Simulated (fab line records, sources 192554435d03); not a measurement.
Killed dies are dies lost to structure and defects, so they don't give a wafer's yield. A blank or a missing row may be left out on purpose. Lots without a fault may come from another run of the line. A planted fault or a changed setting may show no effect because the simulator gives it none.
fab line records | flow n5_finfet
record lots=9 wafers=27 last_day=16
route steps=1938 shown BEOL_M4@1111 BEOL_M14@1748 PASSIVATION@1936
lots that met no fault: from a run of the same line without faults
start_h: hours from the record's first day to the start of the lot's first wafer shown | wait_h: hours since the lot's step before | " the same as in the row above | L1.1+2: a row that stands for several wafers | - no value, or no start given | * or withheld: withheld | < > ~ a bound
route shown NAME@n: a module of which the file shows steps, and the number in the route of the first | usual: mean/standard deviation of fault-free wafers | same: alike in all rows | chamber/n: place in a boat | sites: the reading at each site | _std_site: their standard deviation | _edge_site: outer sites' mean less inner sites' | radius_mm: how far each site lies from the wafer's centre | mask NAME#n: copy n | behind: the tool/chamber that last shaped the wafer | hold: why the lot was held/for how many hours/how that ended | device: the transistor (n, p or np) that didn't switch | end of line: the same wafers' tests at the end of the route | a step without rows: its recipe alone | killed: dies lost to structure and defects at the first sort, not the wafer's yield | map: a wafer's dies, x killed, . not, _ none there
set.NAME: the setting as run; set.NAME@STEP: as run at that earlier step | model.NAME: the simulator's own value behind a step, which no gauge read
steps of the route over a sample of lots; a table a step, a row a wafer
services: from which hour (start_h, from the record's first day; less than 0 if before it) a tool's chamber was out of use, for how many hours, and why
## steps
# step N5_BEOL_M4_RC_MEAS_101
# usual DIBL_N=36.8/1.5 DIBL_P=37.1/2.1 IOFF_N=0.168/0.03 IOFF_P=0.22/0.034 ION_N=679/12 ION_P=466/8 SS_N=71.7/0.58 SS_P=73.5/0.67 VT_N=248.8/2.7 VT_P=-250/3.3
# columns lot.wafer tool chamber start_h wait_h DIBL_N[mV/V] DIBL_P[mV/V] IOFF_N[nA/um] IOFF_P[nA/um] ION_N[uA/um] ION_P[uA/um] SS_N[mV/dec] SS_P[mV/dec] VT_N[mV] VT_P[mV]
L972.1 prober-02 0 179.56 0.0 36.4 37.5 0.165 0.22 677 468 71.8 72.7 247.4 -253
L972.3 " 0 " " 38.7 40.5 0.200 0.27 687 468 72.6 74.0 246.2 -247
L972.5 " 0 " " 36.0 37.8 0.152 0.23 679 468 71.0 72.7 251.6 -246
L974.2 prober-01 0 198.07 0.2 35.4 37.0 0.167 0.22 671 469 71.3 74.0 247.2 -249
L974.4 " 0 " " 35.5 37.0 0.166 0.21 680 463 71.8 72.8 245.1 -248
L974.5 " 0 " " 35.6 37.2 0.183 0.22 684 470 71.2 73.4 244.9 -247
L977.2 prober-01 0 209.36 0.2 38.6 40.4 0.222 0.23 688 457 71.9 74.1 245.8 -253
L977.4 " 0 " " 35.1 36.2 0.148 0.16 680 458 70.8 72.7 249.5 -257
L977.6 " 0 " " 37.7 38.2 0.178 0.20 673 457 72.5 73.5 249.2 -254
L976.1 prober-02 0 211.98 0.0 38.5 38.9 0.202 0.22 682 455 72.4 74.0 246.2 -250
L976.4 " 0 " " 35.3 36.3 0.153 0.19 678 466 72.1 73.2 250.0 -253
L976.6 " 0 " " 37.8 39.0 0.204 0.24 696 467 72.0 74.1 245.2 -249
L981.1 prober-02 0 242.12 0.0 34.3 32.5 0.132 0.19 662 465 70.9 73.3 250.2 -251
L981.2 " 0 " " 36.4 34.9 0.166 0.22 676 470 71.2 73.4 247.7 -250
L981.5 " 0 " " 35.6 34.2 0.152 0.21 670 461 71.0 74.0 249.4 -250
L982.3 prober-02 0 246.82 0.3 41.2 40.8 0.240 0.32 677 468 72.2 76.2 245.5 -248
L982.4 " 0 " " 36.5 34.4 0.138 0.21 662 464 71.1 73.5 253.0 -251
L982.6 " 0 " " 35.5 32.9 0.124 0.18 657 455 71.1 72.4 253.3 -249
L985.1 prober-01 0 269.38 0.0 35.7 36.8 0.139 0.22 681 472 71.1 73.4 252.4 -251
L985.4 " 0 " " 33.8 33.9 0.118 0.17 674 468 70.9 72.4 253.6 -252
L985.5 " 0 " " 37.9 39.5 0.169 0.27 676 471 71.7 73.9 244.6 -246
L987.1 prober-01 0 275.70 0.0 36.0 37.5 0.143 0.21 670 462 72.4 74.4 250.8 -251
L987.3 " 0 " " 36.6 37.5 0.163 0.20 677 460 72.0 73.6 247.4 -251
L987.4 " 0 " " 33.2 33.1 0.102 0.15 651 451 71.3 72.1 255.1 -254
L989.1 prober-02 0 288.14 0.0 39.5 39.8 0.233 0.28 712 478 71.8 74.5 244.4 -247
L989.2 " 0 " " 36.3 36.0 0.149 0.21 687 472 71.4 73.2 250.9 -249
L989.3 " 0 " " 37.7 37.7 0.182 0.23 695 476 72.2 73.2 248.9 -250
# step N5_BEOL_M14_INSPECT_30
# recipe mode=adi inspect_instrument=macro
# usual raw_defect_count=2.1/1.3
# columns lot.wafer tool chamber start_h wait_h raw_defect_count
L972.1 defect_inspect-01 - 256.83 0.0 2
L972.3 " - " " 4
L972.5 " - " " 2
L974.2 defect_inspect-02 - 268.25 0.0 3
L974.4 " - " " 2
L974.5 " - " " 1
L977.2 defect_inspect-01 - 278.31 0.0 2
L977.4 " - " " 2
L977.6 " - " " 1
L976.1 defect_inspect-02 - 285.09 0.0 2
L976.4 " - " " 1
L976.6 " - " " 2
L981.1 defect_inspect-02 - 316.27 0.0 3
L981.2 " - " " 1
L981.5 " - " " 2
L982.3 defect_inspect-02 - 322.81 0.0 5
L982.4 " - " " 4
L982.6 " - " " 5
L985.1 defect_inspect-02 - 354.13 0.0 0
L985.4 " - " " 2
L985.5 " - " " 1
L987.1 defect_inspect-01 - 356.44 0.0 2
L987.3 " - " " 0
L987.4 " - " " 1
L989.1 defect_inspect-01 - 362.40 0.0 0
L989.2 " - " " 3
L989.3 " - " " 3
# step N5_BEOL_M14_ETCH_68
# recipe chemistry=N2/H2 target=SOC mask_material=SiARC source_w=3000 bias_w=350 temp_c=40 time_s=450 ion_energy_ev=200 pressure_mtorr=30 n2_flow_sccm=200 h2_flow_sccm=200
# usual drypump_motor_current_A=5.7/0.48 oes_product_au=0.81/0.074 rf_fwd_power_W=2996/8.5 rf_vpp_V=523.5/2.7 showerhead_plenum_p_Torr=2.53/0.091 temp_c=40.01/0.12 throttle_valve_pct=17.76/0.26
# columns lot.wafer tool chamber start_h wait_h drypump_motor_current_A oes_product_au rf_fwd_power_W rf_hours_counter_h rf_vpp_V showerhead_plenum_p_Torr temp_c throttle_valve_pct
L972.1 rie_diel-02 0 257.05 0.1 5.5 0.85 3006 69 528.5 2.69 40.05 17.80
L972.3 " 2 " " 5.8 0.84 2986 51 525.5 2.60 39.79 17.75
L972.5 " 0 " " 5.5 0.85 2998 - 527.1 2.69 40.28 17.78
L974.2 rie_diel-01 0 268.46 0.1 4.7 0.71 3004 238 524.1 2.52 39.96 17.78
L974.4 " 1 " " 5.0 0.71 2988 213 519.8 2.43 40.10 18.39
L974.5 " 3 " " 5.4 0.87 2987 - 521.3 2.45 39.99 17.59
L977.2 rie_diel-01 2 278.52 0.1 6.2 0.87 3002 45 524.8 2.58 40.05 17.63
L977.4 " 3 " " 5.4 0.84 2996 62 523.0 2.45 39.94 17.57
L977.6 " 3 " " 5.4 0.85 3005 - 521.4 2.45 40.02 17.59
L976.1 rie_diel-01 1 285.55 0.1 5.0 0.70 3011 219 520.0 2.43 39.89 18.42
L976.4 " 2 " " 6.2 0.86 2998 48 524.4 2.58 40.16 17.64
L976.6 " 3 " " 5.3 0.84 3004 - 522.9 2.45 39.71 17.61
L981.1 rie_diel-02 1 316.49 0.1 6.4 0.74 2993 201 521.0 2.43 40.18 17.66
L981.2 " 3 " " 6.1 0.87 3010 54 522.6 2.46 39.78 17.62
L981.5 " 3 " " 6.2 0.87 3008 - 522.7 2.46 39.83 17.62
L982.3 rie_diel-01 1 323.03 0.1 5.0 0.69 3010 232 520.3 2.42 40.03 18.44
L982.4 " 0 " " 4.7 1.01 2988 0 523.2 2.51 39.94 17.42
L982.6 " 2 " " 6.2 0.84 3008 - 525.8 2.57 40.10 17.65
L985.1 rie_diel-01 3 354.42 0.1 5.4 0.82 2989 91 522.1 2.44 39.94 17.65
L985.4 " 2 " " 6.2 0.83 2992 72 524.7 2.57 39.89 17.67
L985.5 " 0 " " 4.7 0.94 3004 - 523.6 2.51 39.81 17.43
L987.1 rie_diel-06 0 356.65 0.1 5.7 0.79 2992 118 526.7 2.66 40.02 17.61
L987.3 " 3 " " 5.6 0.76 2996 151 521.8 2.44 40.21 17.97
L987.4 " 2 " " 5.6 0.96 2994 7 526.4 2.61 40.03 17.99
L989.1 rie_diel-06 0 362.62 0.1 5.7 0.77 2998 120 526.9 2.66 40.10 17.63
L989.2 " 2 " " 5.5 0.94 2985 9 526.0 2.61 40.08 17.98
L989.3 " 1 " " 6.2 0.83 3014 78 521.9 2.46 39.90 17.47
# step N5_BEOL_M14_OCD_MEAS_35
# usual trench_depth_nm=565/14
# columns lot.wafer tool chamber start_h wait_h trench_depth_nm
L972.1 ocd-02 - 257.48 0.0 570
L972.3 " - " " 563
L972.5 " - " " 576
L974.2 ocd-02 - 268.89 0.0 546
L974.4 " - " " 557
L974.5 " - " " 557
L977.2 ocd-01 - 278.95 0.0 546
L977.4 " - " " 553
L977.6 " - " " 546
L976.1 ocd-01 - 285.97 0.0 560
L976.4 " - " " 554
L976.6 " - " " 553
L981.1 ocd-02 - 316.91 0.0 555
L981.2 " - " " 562
L981.5 " - " " 564
L982.3 ocd-02 - 323.46 0.0 545
L982.4 " - " " 543
L982.6 " - " " 544
L985.1 ocd-02 - 354.85 0.0 550
L985.4 " - " " 552
L985.5 " - " " 556
L987.1 ocd-01 - 357.08 0.0 583
L987.3 " - " " 587
L987.4 " - " " 573
L989.1 ocd-02 - 363.04 0.0 585
L989.2 " - " " 577
L989.3 " - " " 580
# step N5_BEOL_M14_ECD_47
# recipe material=Cu target_thk_a=12480
# columns lot.wafer tool chamber start_h wait_h
L972.1+3+5 ecd_cu-01 1,0,0 261.96 0.1
L974.2+4+5 ecd_cu-01 0,1,0 271.29 0.1
L977.2+4+6 ecd_cu-01 0,1,0 281.54 0.1
L976.1+4+6 ecd_cu-01 0,0,1 287.79 0.1
L981.1+2+5 ecd_cu-01 0,1,1 318.15 0.1
L982.3+4+6 ecd_cu-01 1,0,0 327.55 0.1
L985.1+4+5 ecd_cu-01 0,1,0 356.79 0.1
L987.1+3+4 ecd_cu-01 1,1,0 359.41 0.1
L989.1+2+3 ecd_cu-02 1,0,1 366.79 0.1
# step N5_BEOL_M14_CMP_49
# recipe stop_on=SiO2 t_overpolish_s=5.2 down_force_psi=2 platen_rpm=80 clearing_platen_down_force_psi=2 clearing_platen_rpm=80 post_cmp_clean=cu_alkaline target_thk_nm=560 clearing_platen_pad_velocity_m_s=1.5917 pad_velocity_m_s=1.5917
# usual motor_current_A=8.2/0.95 time_to_endpoint_s=123/4.7
# columns lot.wafer tool chamber start_h wait_h motor_current_A time_to_endpoint_s
L972.1 cmp-02 1 262.91 0.4 9.0 123
L972.3 " 2 " " 9.9 130
L972.5 " 1 " " 8.8 124
L974.4 cmp-02 0 271.82 0.2 8.3 122
L974.2 " 1 " " 8.8 126
L974.5 " 3 " " 7.2 125
L977.4 cmp-01 1 282.06 0.2 8.3 9
L977.2 " 2 " " 7.0 12
L977.6 " 1 " " 8.2 12
L976.4 cmp-04 0 288.27 0.1 7.5 11
L976.1 " 1 " " 7.4 13
L976.6 " 0 " " 7.3 9
L981.1 cmp-02 3 318.64 0.3 7.4 124
L981.2 " 0 " " 8.8 124
L981.5 " 0 " " 8.9 120
L982.3 cmp-01 3 328.02 0.2 9.8 119
L982.4 " 0 " " 7.9 122
L982.6 " 2 " " 7.2 130
L985.4 cmp-02 0 357.31 0.2 8.8 123
L985.1 " 2 " " 9.4 133
L985.5 " 0 " " 8.8 125
L987.3 cmp-01 2 359.94 0.2 6.9 127
L987.4 " 3 " " 10.4 119
L987.1 " 0 " " 7.9 122
L989.1 cmp-04 3 367.31 0.3 7.6 124
L989.3 " 0 " " 7.1 121
L989.2 " 1 " " 7.5 123
# step N5_BEOL_M14_THK_MEAS_50
# recipe thk_meas_gauge=xrf reads=Cu_of_BEOL_M14_ECD_47
# usual M14_THK=558/15
# columns lot.wafer tool chamber start_h wait_h M14_THK[nm]
L972.1 film_metro-02 - 263.21 - 559
L972.3 " - " " 551
L972.5 " - " " 563
L974.2 film_metro-01 - 272.08 - 544
L974.4 " - " " 552
L974.5 " - " " 553
L977.2 film_metro-02 - 282.32 - -
L977.4 " - " " -
L977.6 " - " " -
L976.1 film_metro-01 - 288.57 - -
L976.4 " - " " -
L976.6 " - " " -
L981.1 film_metro-02 - 318.94 - 548
L981.2 " - " " 554
L981.5 " - " " 555
L982.3 film_metro-02 - 328.28 - 535
L982.4 " - " " 533
L982.6 " - " " 535
L985.1 film_metro-01 - 357.57 - 546
L985.4 " - " " 546
L985.5 " - " " 550
L987.1 film_metro-01 - 360.19 - 574
L987.3 " - " " 582
L987.4 " - " " 562
L989.1 film_metro-02 - 367.57 - 585
L989.2 " - " " 575
L989.3 " - " " 575
# step N5_BEOL_M14_RS_MEAS_54
# recipe thk_meas_gauge=four-point-probe reads=Cu_of_BEOL_M14_ECD_47+Ta_of_BEOL_M14_SPUTTER_44+TaN_of_BEOL_M14_SPUTTER_43
# usual M14_RS=0.0327/0.00085
# columns lot.wafer tool chamber start_h wait_h M14_RS[ohm/sq]
L972.1 film_metro-02 - 263.34 0.0 0.0324
L972.3 " - " " 0.0327
L972.5 " - " " 0.0320
L974.2 film_metro-02 - 272.20 0.1 0.0339
L974.4 " - " " 0.0333
L974.5 " - " " 0.0332
L977.2 film_metro-01 - 282.45 0.1 31.878
L977.4 " - " " 33.044
L977.6 " - " " 32.286
L976.1 film_metro-02 - 288.70 0.0 31.852
L976.4 " - " " 31.988
L976.6 " - " " 31.710
L981.1 film_metro-02 - 319.06 0.0 0.0333
L981.2 " - " " 0.0329
L981.5 " - " " 0.0326
L982.3 film_metro-01 - 328.41 0.1 0.0339
L982.4 " - " " 0.0342
L982.6 " - " " 0.0339
L985.1 film_metro-01 - 357.70 0.0 0.0334
L985.4 " - " " 0.0334
L985.5 " - " " 0.0332
L987.1 film_metro-02 - 360.32 0.0 0.0318
L987.3 " - " " 0.0313
L987.4 " - " " 0.0323
L989.1 film_metro-02 - 367.70 0.0 0.0317
L989.2 " - " " 0.0320
L989.3 " - " " 0.0319
# step N5_PASSIVATION_PROBE_49
# usual defect_limited_yield=91.0/1.5 killed_at_M0_to_M3=34/11 killed_at_M4_up=14/5.3 killed_at_contacts=13/7 killed_at_front_end=41/13 killed_at_other=4/3.1 killed_dies=106/17 killed_on_rim=14/3.9 killed_open=70/12 killed_short=35/8 sort_bin_5_function=5.2/0.98 sort_bin_6_memory=3.4/0.69 sort_n_pass=1074/17 sort_yield_pct=91.0/1.5
# same gross_dies=1180 killed_at_back_side=0 sort_bin_4_leakage[%]=0 sort_bin_8_speed[%]=0
# columns lot.wafer tool chamber start_h wait_h defect_limited_yield[%] killed_at_M0_to_M3 killed_at_M4_up killed_at_contacts killed_at_front_end killed_at_other killed_dies killed_on_rim killed_open killed_short sort_bin_5_function[%] sort_bin_6_memory[%] sort_n_pass sort_yield_pct[%]
L977.2 prober-01 - 302.56 0.1 0 36 1098 17 26 3 1180 152 77 28 96.5 3.4 0 0
L977.4 prober-01 - 302.66 0.2 0 50 1096 9 23 2 1180 152 58 46 96.4 3.1 0 0
L977.6 prober-01 - 302.76 0.3 0 34 1094 11 40 1 1180 152 71 37 95.8 4.0 0 0
L976.1 prober-02 - 307.90 0.0 0 30 1111 12 26 1 1180 152 58 24 96.7 3.1 0 0
L976.4 prober-02 - 308.05 0.2 0 31 1095 24 30 0 1180 152 72 27 95.9 4.0 0 0
L976.6 prober-02 - 308.15 0.3 0 35 1071 15 58 1 1180 152 85 42 95.4 4.2 0 0
L982.3 prober-02 - 349.07 0.1 90.9 38 18 22 24 5 107 17 72 35 5.5 3.1 1073 90.9
# killed by level:class
L977.2 BEOL_M14:area_ecd=1075 MOL_CONTACT_COAG:geometric_particle:open=15 BEOL_M3:geometric_particle:open=10 BEOL_M1:geometric_particle:open=8 BEOL_M0_SAQP:geometric_particle:open=7 FIN_SAQP:geometric_particle:open=6 GATE_CUT:geometric_particle:short=6 BEOL_M4:geometric_particle:open=6
L977.4 BEOL_M14:area_ecd=1076 BEOL_M0_SAQP:geometric_particle:short=20 BEOL_M0_SAQP:geometric_particle:open=11 MOL_CONTACT_COAG:geometric_particle:open=8 BEOL_M3:geometric_particle:open=7 FIN_SAQP:geometric_particle:short=6 BEOL_M1:geometric_particle:open=6 STI_FIN_REVEAL:geometric_particle:open=5
L977.6 BEOL_M14:area_ecd=1072 FIN_SAQP:geometric_particle:open=18 BEOL_M0_SAQP:geometric_particle:short=15 BEOL_M5:geometric_particle:open=9 MOL_CONTACT_COAG:geometric_particle:open=6 BEOL_M0_SAQP:geometric_particle:open=6 STI_FIN_REVEAL:geometric_particle:open=5 MOL_CONTACT_COAG:geometric_particle:short=5
L976.1 BEOL_M14:area_ecd=1097 MOL_CONTACT_COAG:geometric_particle:open=10 BEOL_M0_SAQP:geometric_particle:open=8 BEOL_M0_SAQP:geometric_particle:short=6 BEOL_M3:geometric_particle:open=6 FIN_SAQP:geometric_particle:open=5 STI_FIN_REVEAL:geometric_particle:open=5 BEOL_M2:geometric_particle:open=5
L976.4 BEOL_M14:area_ecd=1081 MOL_CONTACT_COAG:geometric_particle:open=18 BEOL_M0_SAQP:geometric_particle:open=9 FIN_SAQP:geometric_particle:open=7 MOL_CONTACT_COAG:geometric_particle:short=6 BEOL_M0_SAQP:geometric_particle:short=6 BEOL_M1:geometric_particle:open=6 BEOL_M4:geometric_particle:open=6
L976.6 BEOL_M14:area_ecd=1053 STI_FIN_REVEAL:geometric_particle:open=26 MOL_CONTACT_COAG:geometric_particle:open=14 BEOL_M1:geometric_particle:open=10 BEOL_M0_SAQP:geometric_particle:short=10 STI_FIN_REVEAL:geometric_particle:short=5 BEOL_M0_SAQP:geometric_particle:open=5 FIN_SAQP:geometric_particle:short=4
L982.3 MOL_CONTACT_COAG:geometric_particle:open=15 BEOL_M3:geometric_particle:open=11 BEOL_M4:geometric_particle:open=11 BEOL_M0_SAQP:geometric_particle:short=8 STI_FIN_REVEAL:geometric_particle:open=7 MOL_CONTACT_COAG:geometric_particle:short=7 BEOL_M2:geometric_particle:open=7 BEOL_M1:geometric_particle:open=5
## services
# columns tool chamber start_h hours kind
rie_diel-02 2 235.45 2.4 repair
ecd_cu-01 - 242.71 0.5 repair
rie_diel-01 3 246.14 18.9 repair
cmp-04 - 257.30 1.7 repair
cmp-01 - 258.15 6.5 pm
cmp-04 - 269.06 3.8 repair
cmp-01 - 277.37 1.1 repair
cmp-02 - 279.47 6.2 repair
ecd_cu-02 - 287.44 1.0 repair
rie_diel-01 2 299.37 5.1 repair
cmp-04 - 301.03 0.6 repair
rie_diel-01 0 304.44 - clean
rie_diel-01 0 304.44 - consumable_replace:focus_ring
rie_diel-01 0 304.44 18.2 scheduled_down
rie_diel-01 0 304.44 18.2 vent_cycle
rie_diel-01 - 311.59 0.2 repair
rie_diel-06 2 312.32 - clean
rie_diel-06 2 312.32 - consumable_replace:focus_ring
cmp-01 - 322.87 0.9 repair
rie_diel-02 2 343.93 4.8 repair
cmp-01 - 345.49 4.0 pm
cmp-01 - 349.49 - consumable_replace:conditioner
cmp-01 - 349.49 - consumable_replace:pad
rie_diel-02 2 363.16 1.3 repair
## key
first_sign step=N5_BEOL_M14_CMP_49 reading=time_to_endpoint_s direction=down sigmas=24 usual=* struck=*
effect step=N5_BEOL_M14_THK_MEAS_50 reading=M14_THK direction=missing
effect step=N5_BEOL_M14_RS_MEAS_54 reading=M14_RS direction=up sigmas=99+ usual=0.0327 struck=32.126
effect step=N5_PASSIVATION_PROBE_49 reading=killed_at_M4_up direction=up sigmas=99+ usual=14 struck=1094
more_kills_born_at N5_BEOL_M14_ECD_47@ecd_cu-01=6454
met_at N5_BEOL_M14_ECD_47
struck_lots L976,L977
later_rows_left_out L976.1,L976.4,L976.6,L977.2,L977.4,L977.6
not_acting_at N5_BEOL_M14_INSPECT_30,N5_BEOL_M14_ETCH_68,N5_BEOL_M14_OCD_MEAS_35
onset_between 271.29 281.54
fault kind=skipped_step_whole tool=ecd_cu-01 chamber=- onset_h=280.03 steps=N5_BEOL_M14_ECD_47 scope=struck_lots_only
# later_rows_left_out: the simulator's readings of these wafers behind a module that went badly wrong aren't trusted and aren't shown, but for the sort
